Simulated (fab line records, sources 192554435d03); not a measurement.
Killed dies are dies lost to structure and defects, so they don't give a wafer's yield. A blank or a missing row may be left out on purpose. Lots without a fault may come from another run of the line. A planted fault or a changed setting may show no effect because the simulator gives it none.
fab line records | flow n5_finfet | part 2 of 2: steps 26 to 26 of 26
record lots=6 wafers=18 last_day=19
route steps=1938 shown BEOL_M8@1346 PASSIVATION@1936
lots that met no fault: from a run of the same line without faults
start_h: hours from the record's first day to the start of the lot's first wafer shown | wait_h: hours since the lot's step before | " the same as in the row above | L1.1+2: a row that stands for several wafers | - no value, or no start given | * or withheld: withheld | < > ~ a bound
route shown NAME@n: a module of which the file shows steps, and the number in the route of the first | usual: mean/standard deviation of fault-free wafers | same: alike in all rows | chamber/n: place in a boat | sites: the reading at each site | _std_site: their standard deviation | _edge_site: outer sites' mean less inner sites' | radius_mm: how far each site lies from the wafer's centre | mask NAME#n: copy n | behind: the tool/chamber that last shaped the wafer | hold: why the lot was held/for how many hours/how that ended | device: the transistor (n, p or np) that didn't switch | end of line: the same wafers' tests at the end of the route | a step without rows: its recipe alone | killed: dies lost to structure and defects at the first sort, not the wafer's yield | map: a wafer's dies, x killed, . not, _ none there
set.NAME: the setting as run; set.NAME@STEP: as run at that earlier step | model.NAME: the simulator's own value behind a step, which no gauge read
lots at some steps of the route; a table a step, a row a wafer
services: from which hour (start_h, from the record's first day; less than 0 if before it) a tool's chamber was out of use, for how many hours, and why
## steps
# step N5_PASSIVATION_PROBE_49
# usual defect_limited_yield=91.3/1.4 killed_at_M0_to_M3=36/10 killed_at_M4_up=13/5.4 killed_at_contacts=12/5.3 killed_at_front_end=39/10 killed_at_other=3.2/2.7 killed_dies=103/16 killed_open=68/13 killed_short=33/6.6 sort_bin_5_function=5.1/0.92 sort_bin_6_memory=3.3/0.68 sort_bin_8_speed=0.1/0.41 sort_n_pass=1077/17 sort_yield_pct=91.2/1.4
# same gross_dies=1180 killed_at_back_side=0 sort_bin_4_leakage[%]=0
# columns lot.wafer tool chamber start_h wait_h defect_limited_yield[%] killed_at_M0_to_M3 killed_at_M4_up killed_at_contacts killed_at_front_end killed_at_other killed_dies killed_open killed_short sort_bin_5_function[%] sort_bin_6_memory[%] sort_bin_8_speed[%] sort_n_pass sort_yield_pct[%]
L654.1 prober-01 - 307.44 0.2 87.9 39 17 18 67 2 143 98 45 7.4 4.6 0 1037 87.9
L654.2 prober-01 - 307.49 0.2 91.9 34 4 15 36 7 96 63 31 4.7 3.1 0 1084 91.9
L654.3 prober-01 - 307.54 0.3 92.3 24 16 11 37 3 91 53 37 4.2 3.1 0 1089 92.3
L657.2 prober-01 - 311.98 0.1 93.5 22 12 8 32 3 77 46 30 3.6 2.7 0 1103 93.5
L657.5 prober-01 - 312.13 0.2 91.1 38 9 13 40 5 105 67 37 4.5 4.0 0 1075 91.1
L657.6 prober-01 - 312.18 0.3 89.2 57 16 5 45 5 128 92 36 6.1 4.4 0 1052 89.2
L656.1 prober-01 - 323.45 0.0 91.8 26 13 13 42 3 97 65 30 4.9 3.0 0 1083 91.8
L656.2 prober-01 - 323.50 0.1 90.4 61 10 11 30 1 113 84 28 5.5 4.0 0.1 1066 90.3
L656.3 prober-01 - 323.55 0.1 91.2 47 11 11 33 2 104 69 32 5.5 3.2 0.3 1072 90.8
L667.1 prober-01 - 412.01 0.0 91.7 33 5 9 49 2 98 67 27 4.5 3.5 0 1082 91.7
L667.4 prober-01 - 412.16 0.2 89.8 35 15 19 47 4 120 86 34 5.3 4.7 0 1060 89.8
L667.5 prober-01 - 412.21 0.2 89.4 39 9 14 52 11 125 73 52 6.0 3.9 0 1055 89.4
L670.1 prober-01 - 416.95 0.0 88.6 42 24 13 51 4 134 93 41 5.9 5.3 0 1046 88.6
L670.3 prober-01 - 417.05 0.1 89.8 55 8 14 42 1 120 86 32 4.9 4.8 0 1060 89.8
L670.5 prober-01 - 417.15 0.2 91.5 44 5 11 34 6 100 70 28 4.1 4.2 0 1080 91.5
# killed by level:class
L654.1 STI_FIN_REVEAL:geometric_particle:open=19 BEOL_M0_SAQP:geometric_particle:short=18 FIN_SAQP:geometric_particle:open=16 BEOL_M0_SAQP:geometric_particle:open=14 MOL_CONTACT_COAG:geometric_particle:open=12 BEOL_M4:geometric_particle:open=12 GATE_CUT:geometric_particle:open=7 MOL_CONTACT_COAG:geometric_particle:short=6
L654.2 MOL_CONTACT_COAG:geometric_particle:open=12 BEOL_M0_SAQP:geometric_particle:short=10 FIN_SAQP:geometric_particle:short=9 BEOL_M0_SAQP:geometric_particle:open=9 FIN_SAQP:geometric_particle:open=7 STI_FIN_REVEAL:geometric_particle:open=7 BEOL_M3:geometric_particle:open=5 BEOL_M2:geometric_particle:open=4
L654.3 STI_FIN_REVEAL:geometric_particle:open=12 BEOL_M0_SAQP:geometric_particle:short=12 BEOL_M4:geometric_particle:open=10 MOL_CONTACT_COAG:geometric_particle:open=8 GATE_CUT:geometric_particle:short=6 STARTING-WAFER:geometric_particle:short=6 BEOL_M1:geometric_particle:open=5 FIN_SAQP:geometric_particle:short=3
L657.2 FIN_SAQP:geometric_particle:short=13 MOL_CONTACT_COAG:geometric_particle:open=7 STI_FIN_REVEAL:geometric_particle:open=5 BEOL_M4:geometric_particle:open=5 DUMMY_GATE:geometric_particle:open=4 BEOL_M0_SAQP:geometric_particle:open=4 BEOL_M1:geometric_particle:open=4 BEOL_M3:geometric_particle:open=4
L657.5 FIN_SAQP:geometric_particle:open=13 MOL_CONTACT_COAG:geometric_particle:open=12 BEOL_M3:geometric_particle:open=11 BEOL_M0_SAQP:geometric_particle:short=9 FIN_SAQP:geometric_particle:short=8 STI_FIN_REVEAL:geometric_particle:open=7 BEOL_M2:geometric_particle:open=6 BEOL_M2:geometric_particle:short=4
L657.6 BEOL_M0_SAQP:geometric_particle:open=14 FIN_SAQP:geometric_particle:open=12 BEOL_M3:geometric_particle:open=11 FIN_SAQP:geometric_particle:short=10 BEOL_M2:geometric_particle:open=10 BEOL_M0_SAQP:geometric_particle:short=8 BEOL_M4:geometric_particle:open=8 DUMMY_GATE:geometric_particle:open=7
L656.1 STI_FIN_REVEAL:geometric_particle:open=9 MOL_CONTACT_COAG:geometric_particle:open=9 BEOL_M2:geometric_particle:open=7 FIN_SAQP:geometric_particle:open=5 GATE_CUT:geometric_particle:short=5 BEOL_M1:geometric_particle:open=4 BEOL_M11:geometric_particle:open=4 FIN_SAQP:geometric_particle:short=3
L656.2 BEOL_M2:geometric_particle:open=26 MOL_CONTACT_COAG:geometric_particle:open=11 FIN_SAQP:geometric_particle:short=9 BEOL_M0_SAQP:geometric_particle:short=8 BEOL_M3:geometric_particle:open=7 BEOL_M0_SAQP:geometric_particle:open=6 FIN_SAQP:geometric_particle:open=5 STI_FIN_REVEAL:geometric_particle:open=4
L656.3 BEOL_M2:geometric_particle:open=11 FIN_SAQP:geometric_particle:open=10 BEOL_M0_SAQP:geometric_particle:short=10 MOL_CONTACT_COAG:geometric_particle:open=9 BEOL_M1:geometric_particle:open=7 BEOL_M3:geometric_particle:open=6 BEOL_M0_SAQP:geometric_particle:open=5 FIN_SAQP:geometric_particle:short=4
L667.1 DUMMY_GATE:geometric_particle:open=13 BEOL_M3:geometric_particle:open=11 STI_FIN_REVEAL:geometric_particle:open=7 MOL_CONTACT_COAG:geometric_particle:open=6 BEOL_M2:geometric_particle:open=6 STARTING-WAFER:geometric_particle:short=6 FIN_SAQP:geometric_particle:open=5 BEOL_M1:geometric_particle:open=4
L667.4 MOL_CONTACT_COAG:geometric_particle:open=15 STI_FIN_REVEAL:geometric_particle:open=11 BEOL_M3:geometric_particle:open=8 DUMMY_GATE:geometric_particle:open=7 BEOL_M1:geometric_particle:open=6 ILD0:geometric_particle:open=6 BEOL_M0_SAQP:geometric_particle:open=6 BEOL_M0_SAQP:geometric_particle:short=5
L667.5 DUMMY_GATE:geometric_particle:open=13 BEOL_M3:geometric_particle:short=10 MOL_CONTACT_COAG:geometric_particle:open=9 FIN_SAQP:geometric_particle:open=8 STI_FIN_REVEAL:geometric_particle:open=7 BEOL_M3:geometric_particle:open=7 GATE_CUT:geometric_particle:short=6 BEOL_M4:geometric_particle:short=6
L670.1 FIN_SAQP:geometric_particle:open=15 BEOL_M3:geometric_particle:open=15 STI_FIN_REVEAL:geometric_particle:open=10 MOL_CONTACT_COAG:geometric_particle:open=10 BEOL_M4:geometric_particle:open=10 FIN_SAQP:geometric_particle:short=9 GATE_CUT:geometric_particle:short=5 BEOL_M0_SAQP:geometric_particle:open=5
L670.3 BEOL_M3:geometric_particle:open=17 BEOL_M1:geometric_particle:open=11 BEOL_M2:geometric_particle:open=10 FIN_SAQP:geometric_particle:short=9 MOL_CONTACT_COAG:geometric_particle:open=9 GATE_CUT:geometric_particle:open=7 FIN_SAQP:geometric_particle:open=5 GATE_CUT:geometric_particle:short=5
L670.5 BEOL_M3:geometric_particle:open=18 BEOL_M2:geometric_particle:open=9 MOL_CONTACT_COAG:geometric_particle:open=8 FIN_SAQP:geometric_particle:open=6 BEOL_M3:geometric_particle:short=6 STARTING-WAFER:geometric_particle:open=5 BEOL_M0_SAQP:geometric_particle:open=5 GATE_CUT:geometric_particle:short=4
## services
# columns tool chamber start_h hours kind
rie_diel-05 3 211.18 8.2 repair
rie_metal-03 0 226.36 4.4 repair
rie_metal-02 - 226.85 2.8 pm
rie_diel-05 3 228.10 - clean
rie_diel-05 3 228.10 - consumable_replace:esc
rie_diel-05 3 228.10 - consumable_replace:focus_ring
rie_diel-05 3 228.10 26.0 scheduled_down
rie_diel-05 3 228.10 26.0 vent_cycle
rie_diel-05 1 231.51 7.3 repair
rie_metal-02 1 241.66 7.5 repair
rie_diel-02 0 271.52 9.9 repair
rie_diel-02 0 281.47 - clean
rie_diel-02 0 281.47 - consumable_replace:focus_ring
rie_diel-02 0 281.47 15.5 scheduled_down
rie_diel-02 0 281.47 15.5 vent_cycle
litho_track-01 - 282.45 - consumable_replace:filter
rie_diel-02 3 287.60 16.7 repair
rie_diel-02 2 321.25 - clean
rie_diel-02 2 321.25 - consumable_replace:focus_ring
rie_diel-02 2 321.25 26.4 scheduled_down
rie_diel-02 2 321.25 26.4 vent_cycle
rie_metal-02 - 331.82 0.9 repair
rie_diel-02 1 334.26 5.1 repair
rie_diel-05 2 374.65 24.2 repair
